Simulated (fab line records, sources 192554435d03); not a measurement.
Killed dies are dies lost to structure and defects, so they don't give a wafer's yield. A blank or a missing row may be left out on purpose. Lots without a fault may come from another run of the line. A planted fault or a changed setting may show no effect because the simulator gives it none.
Chamber matching | flow n5_finfet | N5_ZERO_LAYER_ETCH_17 on rie_diel-04: 4 sister chambers
The step etches SiO2 in CF4, target depth 12 nm, time 13.3 s. 17 wafers are shown with their chamber, then 8 later ones without.

WAFERS WITH THEIR CHAMBER
wafer  | chamber | showerhead_plenum_p_Torr (Torr) | throttle_valve_pct (%) | drypump_motor_current_A (A)
L107.3 | 3       | 2.01                            | 15.30                  | 5.7
L107.4 | 2       | 2.22                            | 15.90                  | 6.1
L107.5 | 0       | 2.07                            | 15.42                  | 5.4
L110.1 | 2       | 2.21                            | 15.90                  | 6.1
L110.2 | 3       | 2.01                            | 15.30                  | 5.6
L110.3 | 0       | 2.06                            | 15.41                  | 5.4
L111.2 | 3       | 2.01                            | 15.28                  | 5.7
L111.5 | 0       | 2.06                            | 15.42                  | 5.4
L112.2 | 2       | 2.21                            | 15.91                  | 6.1
L112.3 | 3       | 2.01                            | 15.30                  | 5.6
L112.5 | 0       | 2.06                            | 15.43                  | 5.4
L113.1 | 1       | 2.24                            | 15.46                  | 6.2
L113.4 | 3       | 2.01                            | 15.29                  | 5.7
L113.6 | 1       | 2.24                            | 15.46                  | 6.2
L114.1 | 2       | 2.21                            | 15.93                  | 6.0
L114.3 | 1       | 2.24                            | 15.46                  | 6.2
L114.4 | 1       | 2.24                            | 15.47                  | 6.2

SIGNATURES (means of the wafers above)
reading                  | chamber 0 | chamber 1 | chamber 2 | chamber 3 | scatter within a chamber
showerhead_plenum_p_Torr | 2.0625    | 2.2400    | 2.2125    | 2.0100    | 0.0034
throttle_valve_pct       | 15.4200   | 15.4625   | 15.9100   | 15.2940   | 0.00959
drypump_motor_current_A  | 5.400     | 6.200     | 6.075     | 5.660     | 0.0387
Rule: a wafer's distance from a chamber is the root of the sum, over the readings, of the square of ((its reading less the chamber's mean) divided by the reading's scatter). The wafer belongs to the nearest chamber; if the next one is less than 2 further off, it can't be placed. The scatter: the root of (the sum of the squares of (reading less its chamber's mean) over the shown wafers, divided by (wafers less chambers)).

WAFERS WITHOUT THEIR CHAMBER
wafer  | showerhead_plenum_p_Torr (Torr) | throttle_valve_pct (%) | drypump_motor_current_A (A)
L123.3 | 2.21                            | 15.96                  | 6.1
L123.4 | 2.06                            | 15.46                  | 5.4
L124.2 | 2.20                            | 15.96                  | 6.0
L124.4 | 2.20                            | 15.96                  | 6.1
L124.6 | 2.06                            | 15.47                  | 5.5
L127.1 | 2.00                            | 15.34                  | 5.6
L127.4 | 2.20                            | 15.97                  | 6.1
L127.6 | 2.23                            | 15.51                  | 6.2

WHICH CHAMBER EACH WENT THROUGH
wafer  | from the rows above | in truth
L123.3 | 2                   | 2
L123.4 | 0                   | 0
L124.2 | 2                   | 2
L124.4 | 2                   | 2
L124.6 | 0                   | 0
L127.1 | 3                   | 3
L127.4 | 2                   | 2
L127.6 | 1                   | 1
Placed correctly: 8 of 8. Can't be placed from these rows: 0. Placed wrongly: 0.
